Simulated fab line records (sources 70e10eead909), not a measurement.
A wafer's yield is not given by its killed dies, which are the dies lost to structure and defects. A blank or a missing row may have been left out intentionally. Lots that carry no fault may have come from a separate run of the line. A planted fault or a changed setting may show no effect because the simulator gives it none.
fab line records ; flow nandHarc ; part 2 of 2: steps 5 to 6 of 6
record lots=20; wafers=60; lastDay=33
route steps=1302 shown A_CHANNEL_HOLE_D2@598 A_STAIRCASE@651
lots that met no fault: from a run of the same line without faults
startH: hours from the record's opening day to when the first of the lot's shown wafers began ; waitH: time in hours since the lot's previous step ; " same as the row above ; L1.1+2: one row covering several wafers at once ; - either no value or no given start ; * or withheld: withheld ; < > ~ a bound
route shown NAME@n: a module of which the file shows steps, and the number in the route of the first ; usual: mean/standard deviation taken from wafers without a fault ; same: alike in all rows ; chamber/n: place in a boat ; sites: per-site readings ; _std_site: how widely they spread, as a standard deviation ; _edge_site: mean of outer sites minus mean of inner sites ; radiusMm: how far each site lies from the wafer's centre ; mask NAME#n: copy n ; behind: tool/chamber where the wafer was last shaped ; hold: why the lot was held/for how many hours/how that ended ; device: transistor that didn't switch, given as n, p or np ; end of line: the tests these same wafers got at the end of their route ; a step given without rows: its recipe and nothing more ; killed: not the wafer's yield, but the dies lost to structure and defects at the first sort ; map: a wafer's dies, marking killed ones x, the rest . and places with no die _
set.NAME: the setting the step ran with; set.NAME@STEP: the setting that earlier step ran with ; model.NAME: the simulator's own value behind a step, which no gauge read
a sample of lots followed through the steps of the route, with each step as a table and each wafer as a row
services: when a tool's chamber went out of use (startH, in hours from the record's first day, below 0 if earlier), for how many hours, and the reason
## steps
# step NHARC_A_STAIRCASE_TRIM_187
# recipe timeS=211.2; o2FlowSccm=500; arFlowSccm=0; biasW=0; chemistry=O2
# usual drypumpMotorCurrentA=5.7/0.38; mfcArSccm=0.0016/0.0029; oesProductAu=1.004/0.0084; rfVppV=57.7/1; showerheadPlenumPTorr=3.57/0.16; throttleValvePct=17.037/0.0094
# same timeS=211.2
lot.wafer;tool;chamber;startH;waitH;drypumpMotorCurrentA;mfcArSccm;oesProductAu;rfHoursCounterH;rfVppV;showerheadPlenumPTorr;throttleValvePct
L074.1;rieDiel-04;2;346.93;0.5;5.2;0;0.976;51;60.6;3.78;17.026
L074.3;rieDiel-04;3;346.93;0.5;5.5;0;0.991;54;56.4;3.30;17.035
L074.5;rieDiel-04;1;346.93;0.5;5.8;0;1.003;-;58.5;3.50;17.047
L075.4;rieDiel-01;1;359.48;0.1;5.6;0;1.007;41;57.9;3.68;17.046
L075.2;rieDiel-01;3;359.48;0.1;5.8;0;1.001;47;57.8;3.36;17.047
L075.5;rieDiel-01;2;359.48;0.1;5.9;0.0050;0.991;-;57.6;3.51;17.040
L076.4;rieDiel-12;1;368.52;0.1;5.8;0.0060;1.014;25;56.8;3.73;17.030
L076.6;rieDiel-12;2;368.52;0.1;5.3;0.0009;0.998;-;59.0;3.46;17.037
L076.5;rieDiel-12;3;368.52;0.1;5.7;0.0090;0.999;-;58.2;3.60;17.054
L077.3;rieDiel-12;0;394.87;0.1;6.3;0;1.010;31;57.6;3.79;17.039
L077.2;rieDiel-12;1;394.87;0.1;5.8;0.0060;1.014;30;58.4;3.73;17.048
L077.6;rieDiel-12;2;394.87;0.1;5.3;0.0009;1.000;-;57.5;3.46;17.032
L079.2;rieDiel-01;1;408.23;0.1;5.6;0;1.018;7;56.9;3.67;17.036
L079.1;rieDiel-01;2;408.23;0.1;5.9;0.0050;0.993;5;57.0;3.50;17.026
L079.4;rieDiel-01;3;408.23;0.1;5.8;0;1.003;5;56.1;3.35;17.047
L080.3;rieDiel-01;1;408.33;0.1;5.6;0;1.012;7;56.3;3.67;17.042
L080.6;rieDiel-01;3;408.33;0.1;5.7;0;1.012;-;57.5;3.35;17.028
L080.5;rieDiel-01;0;408.33;0.1;5.7;0;1.000;-;57.0;3.57;17.037
L081.1;rieDiel-04;0;421.53;0.1;6.6;0;1.016;14;58.8;3.80;17.042
L081.4;rieDiel-04;1;421.53;0.1;5.8;0;1.016;16;55.5;3.49;17.030
L081.6;rieDiel-04;3;421.53;0.1;5.5;0;1.001;-;56.8;3.29;17.053
L083.1;rieDiel-01;1;454.74;0.1;5.6;0;1.008;24;57.0;3.66;17.041
L083.4;rieDiel-01;3;454.74;0.1;5.8;0;1.008;19;57.8;3.35;17.022
L083.5;rieDiel-01;0;454.74;0.1;5.7;0;1.008;-;57.3;3.57;17.031
L082.1;rieDiel-04;2;455.41;0.1;5.2;0;1.008;27;58.8;3.76;17.034
L082.2;rieDiel-04;0;455.41;0.1;6.6;0;1.013;25;57.8;3.79;17.040
L082.5;rieDiel-04;2;455.41;0.1;5.1;0;1.000;-;59.8;3.76;17.033
L084.3;rieDiel-12;0;469.13;0.1;6.3;0;1.009;3;58.4;3.78;17.037
L084.1;rieDiel-12;2;469.13;0.1;5.3;0.0009;0.990;3;58.8;3.45;17.031
L084.6;rieDiel-12;1;469.13;0.1;5.8;0.0060;0.999;-;59.5;3.71;17.034
L086.4;rieDiel-01;0;473.41;0.3;5.7;0;1.001;30;57.4;3.56;17.049
L086.2;rieDiel-01;2;473.41;0.3;5.9;0.0050;0.989;28;58.5;3.48;17.033
L086.6;rieDiel-01;0;473.41;0.3;5.7;0;1.001;-;57.9;3.56;17.046
L087.1;rieDiel-04;1;486.98;0.1;5.8;0;1.024;32;58.2;3.48;17.042
L087.4;rieDiel-04;3;486.98;0.1;5.5;0;1.007;32;56.2;3.28;17.060
L087.5;rieDiel-04;1;486.98;0.1;5.8;0;1.005;-;56.7;3.48;17.031
L090.2;rieDiel-04;3;513.27;0.1;5.5;0;1.006;39;56.9;3.28;17.039
L090.3;rieDiel-04;0;513.27;0.1;6.6;0;0.999;44;58.2;3.78;17.028
L090.5;rieDiel-04;0;513.27;0.1;6.7;0;1.002;-;57.0;3.78;17.049
L089.1;rieDiel-12;1;513.77;0.1;5.8;0.0060;1.003;17;59.3;3.71;17.028
L089.4;rieDiel-12;3;513.77;0.1;5.7;0.0090;1.004;14;58.9;3.58;17.038
L089.2;rieDiel-12;0;513.77;0.1;6.3;0;1.009;14;57.8;3.77;17.033
L088.4;rieDiel-12;0;517.31;0.1;6.3;0;1.005;15;59.3;3.77;17.042
L088.1;rieDiel-12;2;517.31;0.1;5.3;0.0009;0.995;17;58.6;3.44;17.029
L088.6;rieDiel-12;0;517.31;0.1;6.3;0;0.998;-;58.9;3.77;17.053
L091.4;rieDiel-01;2;528.04;0.1;5.9;0.0050;0.985;45;56.9;3.48;17.025
L091.5;rieDiel-01;0;528.04;0.1;5.7;0;1.012;-;57.9;3.55;17.035
L091.6;rieDiel-01;1;528.04;0.1;5.6;0;1.005;-;58.0;3.64;17.043
L093.4;rieDiel-01;3;535.79;0.1;5.8;0;1.013;54;57.4;3.33;17.037
L093.1;rieDiel-01;0;535.79;0.1;5.7;0;1.016;58;57.4;3.55;17.037
L093.6;rieDiel-01;3;535.79;0.1;5.8;0;1.023;-;56.9;3.33;17.030
L095.1;rieDiel-01;1;574.96;0.1;5.6;0;0.994;1;58.3;3.64;17.035
L095.3;rieDiel-01;3;574.96;0.1;5.8;0;1.006;1;58.8;3.32;17.042
L095.6;rieDiel-01;1;574.96;0.1;5.6;0;0.989;-;60.4;3.64;17.021
L094.2;rieDiel-04;3;575.12;0.1;5.5;0;1.020;12;58.1;3.80;17.031
L094.3;rieDiel-04;0;575.12;0.1;6.6;0;1.003;10;58.0;3.77;17.051
L094.5;rieDiel-04;3;575.12;0.1;5.5;0;1.005;-;58.0;3.80;17.031
L096.2;rieDiel-12;1;584.30;0.1;5.8;0.0060;1.010;40;57.9;3.69;17.053
L096.5;rieDiel-12;2;584.30;0.1;5.3;0.0009;0.998;-;56.7;3.43;17.034
L096.6;rieDiel-12;3;584.30;0.1;5.7;0.0090;1.000;-;57.3;3.57;17.038
# step NHARC_A_STAIRCASE_TRIM_189
# recipe timeS=211.2; o2FlowSccm=500; arFlowSccm=0; biasW=0; chemistry=O2
# usual drypumpMotorCurrentA=5.7/0.38; mfcArSccm=0.0017/0.003; oesProductAu=1.003/0.0094; rfVppV=58.0/0.94; showerheadPlenumPTorr=3.56/0.16; throttleValvePct=17.037/0.008
# same timeS=211.2
lot.wafer;tool;chamber;startH;waitH;drypumpMotorCurrentA;mfcArSccm;oesProductAu;rfHoursCounterH;rfVppV;showerheadPlenumPTorr;throttleValvePct
L074.3;rieDiel-04;3;-;-;5.5;0;0.993;55;57.5;3.30;17.031
L074.1;rieDiel-04;1;-;-;5.7;0;0.999;59;57.7;3.50;17.049
L074.5;rieDiel-04;1;-;-;5.8;0;1.004;-;58.4;3.50;17.046
L075.2;rieDiel-01;0;-;-;5.7;0;1.003;44;57.9;3.58;17.055
L075.4;rieDiel-01;2;-;-;5.9;0.0050;1.001;42;58.4;3.51;17.039
L075.5;rieDiel-01;1;-;-;5.5;0;1.014;-;57.8;3.68;17.037
L076.4;rieDiel-12;2;-;-;5.3;0.0009;1.013;27;57.0;3.46;17.032
L076.5;rieDiel-12;2;-;-;5.3;0.0009;1.007;-;56.1;3.46;17.046
L076.6;rieDiel-12;3;-;-;5.7;0.0090;1.003;-;58.2;3.60;17.040
L077.2;rieDiel-12;3;-;-;5.6;0.0090;0.992;33;58.0;3.60;17.032
L077.3;rieDiel-12;2;-;-;5.3;0.0009;1.009;31;57.7;3.46;17.043
L077.6;rieDiel-12;0;-;-;6.3;0;1.007;-;58.5;3.79;17.043
L079.1;rieDiel-01;2;-;-;5.9;0.0050;0.981;5;57.6;3.50;17.040
L079.2;rieDiel-01;3;-;-;5.8;0;1.000;6;58.2;3.35;17.023
L079.4;rieDiel-01;0;-;-;5.7;0;1.002;7;58.2;3.57;17.048
L080.3;rieDiel-01;1;-;-;5.6;0;1.006;7;57.7;3.67;17.051
L080.5;rieDiel-01;1;-;-;5.6;0;1.019;-;57.5;3.67;17.041
L080.6;rieDiel-01;2;-;-;5.9;0.0050;0.991;-;58.0;3.50;17.041
L081.1;rieDiel-04;0;-;-;6.7;0;1.006;14;59.1;3.80;17.034
L081.4;rieDiel-04;1;-;-;5.8;0;1.007;16;57.8;3.49;17.034
L081.6;rieDiel-04;0;-;-;6.7;0;1.007;-;59.8;3.80;17.038
L083.4;rieDiel-01;1;-;-;5.5;0;1.023;24;59.3;3.66;17.030
L083.1;rieDiel-01;2;-;-;5.9;0.0050;0.995;21;58.3;3.49;17.030
L083.5;rieDiel-01;2;-;-;5.9;0.0050;0.995;-;59.3;3.49;17.036
L082.2;rieDiel-04;2;-;-;5.1;0;1.001;27;56.9;3.76;17.031
L082.1;rieDiel-04;3;-;-;5.5;0;1.009;25;56.4;3.29;17.042
L082.5;rieDiel-04;2;-;-;5.1;0;0.997;-;57.8;3.76;17.035
L084.3;rieDiel-12;0;-;-;6.3;0;1.002;3;57.9;3.78;17.040
L084.1;rieDiel-12;3;-;-;5.7;0.0090;0.995;3;57.7;3.59;17.029
L084.6;rieDiel-12;0;-;-;6.3;0;0.997;-;58.4;3.78;17.029
L086.2;rieDiel-01;3;-;-;5.8;0;1.017;27;57.1;3.34;17.029
L086.4;rieDiel-01;2;-;-;5.9;0.0050;0.994;28;56.5;3.49;17.027
L086.6;rieDiel-01;0;-;-;5.7;0;1.005;-;56.8;3.56;17.038
L087.4;rieDiel-04;3;-;-;5.5;0;1.013;32;58.0;3.28;17.033
L087.1;rieDiel-04;1;-;-;5.8;0;1.024;32;58.1;3.48;17.038
L087.5;rieDiel-04;2;-;-;5.1;0;1.007;-;57.6;3.75;17.036
L089.2;rieDiel-12;2;-;-;5.3;0.0009;0.985;15;57.0;3.44;17.036
L089.4;rieDiel-12;0;-;-;6.3;0;0.994;14;57.1;3.77;17.036
L089.1;rieDiel-12;1;-;-;5.8;0.0060;0.999;17;56.3;3.71;17.034
L090.2;rieDiel-04;2;-;-;5.1;0;0.995;46;59.1;3.75;17.042
L090.3;rieDiel-04;0;-;-;6.6;0;1.007;45;58.7;3.78;17.032
L090.5;rieDiel-04;3;-;-;5.5;0;1.003;-;56.3;3.28;17.033
L088.4;rieDiel-12;0;-;-;6.3;0;0.993;15;58.8;3.77;17.050
L088.1;rieDiel-12;2;-;-;5.3;0.0009;0.980;17;58.1;3.44;17.039
L088.6;rieDiel-12;1;-;-;5.8;0.0060;0.991;-;59.3;3.71;17.031
L091.4;rieDiel-01;0;-;-;5.7;0;1.014;56;57.6;3.55;17.033
L091.6;rieDiel-01;3;-;-;5.8;0;1.003;-;57.6;3.33;17.039
L091.5;rieDiel-01;0;-;-;5.7;0;1.011;-;57.7;3.55;17.026
L093.1;rieDiel-01;0;-;-;5.7;0;1.012;58;57.8;3.55;17.048
L093.4;rieDiel-01;1;-;-;5.5;0;1.011;52;56.4;3.64;17.031
L093.6;rieDiel-01;3;-;-;5.8;0;1.004;-;58.0;3.33;17.049
L095.1;rieDiel-01;3;-;-;5.8;0;1.005;1;55.8;3.32;17.051
L095.3;rieDiel-01;1;-;-;5.6;0;1.002;1;56.6;3.64;17.025
L095.6;rieDiel-01;0;-;-;5.7;0;1.020;-;57.9;3.54;17.037
L094.2;rieDiel-04;2;-;-;5.1;0;0.996;10;58.3;3.74;17.041
L094.3;rieDiel-04;3;-;-;5.5;0;1.010;13;58.0;3.80;17.039
L094.5;rieDiel-04;1;-;-;5.8;0;1.010;-;58.8;3.47;17.043
L096.2;rieDiel-12;2;-;-;5.3;0.0009;0.989;38;58.8;3.43;17.041
L096.5;rieDiel-12;2;-;-;5.3;0.0009;0.992;-;57.2;3.43;17.037
L096.6;rieDiel-12;3;-;-;5.6;0.0090;0.998;-;58.9;3.57;17.029
## services
tool;chamber;startH;hours;kind
rieDiel-01;0;265.34;-;clean
rieDiel-01;1;265.34;-;clean
rieDiel-01;2;265.34;-;clean
rieDiel-12;-;269.86;9.0;pm
rieDiel-01;0;276.17;4.3;repair
plasmaAsher-01;-;342.00;9.0;pm
rieDiel-04;0;344.27;10.1;repair
rieDiel-04;-;358.78;9.0;pm
harEtch-02;-;377.00;17.0;pm
rieDiel-01;-;383.99;9.0;pm
rieDiel-01;0;404.83;2.1;repair
rieDiel-12;-;407.18;1.1;repair
rieDiel-12;3;411.25;2.0;repair
rieDiel-12;2;417.94;1.3;repair
plasmaAsher-02;-;426.03;9.0;pm
rieDiel-12;-;446.86;9.0;pm
plasmaAsher-01;-;465.89;6.1;repair
rieDiel-04;-;486.02;0.6;repair
rieDiel-12;0;490.37;19.8;repair
plasmaAsher-01;-;519.00;9.0;pm
rieDiel-04;-;535.83;9.0;pm
rieDiel-01;1;558.22;4.2;repair
rieDiel-01;-;560.99;9.0;pm
rieDiel-12;1;571.07;4.2;repair
